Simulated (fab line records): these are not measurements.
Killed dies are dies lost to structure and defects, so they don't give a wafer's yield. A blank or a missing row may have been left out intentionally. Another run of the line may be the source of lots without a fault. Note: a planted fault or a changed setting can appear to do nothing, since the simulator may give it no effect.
Chamber matching + flow n5Finfet + N5_FIN_SAQP_SPACER1_ETCHBACK_25 on rieDiel-01 has 4 sister chambers
The step etches SiO2 in CHF3/O2, target depth 24.4 nm, time 12.2 s. 8 wafers are shown with their chamber, then 8 later ones without.

WAFERS, EACH WITH ITS CHAMBER
| wafer  | chamber | showerheadPlenumPTorr (Torr) | throttleValvePct (%) |
|--------|---------|------------------------------|----------------------|
| L079.6 | 0       | 2.42                         | 18.96                |
| L083.1 | 1       | 2.37                         | 18.97                |
| L083.5 | 3       | 2.55                         | 18.49                |
| L083.6 | 2       | 2.58                         | 18.74                |
| L084.1 | 2       | 2.58                         | 18.74                |
| L084.3 | 0       | 2.41                         | 18.94                |
| L084.6 | 3       | 2.55                         | 18.51                |
| L086.3 | 1       | 2.37                         | 18.99                |

WAFERS WITHOUT THEIR CHAMBER
| wafer  | showerheadPlenumPTorr (Torr) | throttleValvePct (%) |
|--------|------------------------------|----------------------|
| L086.4 | 2.54                         | 18.52                |
| L086.5 | 2.37                         | 18.98                |
| L094.1 | 2.36                         | 19.01                |
| L094.5 | 2.54                         | 18.55                |
| L094.6 | 2.41                         | 18.98                |
| L095.2 | 2.40                         | 19.00                |
| L095.3 | 2.36                         | 19.01                |
| L095.5 | 2.57                         | 18.77                |

THE CHAMBER EACH PASSED THROUGH
| wafer  | from the rows above | in truth |
|--------|---------------------|----------|
| L086.4 | 3                   | 3        |
| L086.5 | 1                   | 1        |
| L094.1 | 1                   | 1        |
| L094.5 | 3                   | 3        |
| L094.6 | 0                   | 0        |
| L095.2 | 0                   | 0        |
| L095.3 | 1                   | 1        |
| L095.5 | 2                   | 2        |
Correct placement for 8 of the 8. From these rows, 0 cannot be placed. 0 placed wrongly.
How it was worked out, from the rows above alone: a wafer's distance from a chamber is the root of the sum, over the readings, of the square of ((its reading less the chamber's mean) divided by the reading's scatter). The wafer belongs to the nearest chamber; if the next one is less than 2 further off, it can't be placed. A chamber's mean is the mean of its shown wafers. The scatter is the square root of a quotient: the sum, over the shown wafers, of each reading's squared deviation from its chamber's mean, divided by wafers minus chambers.
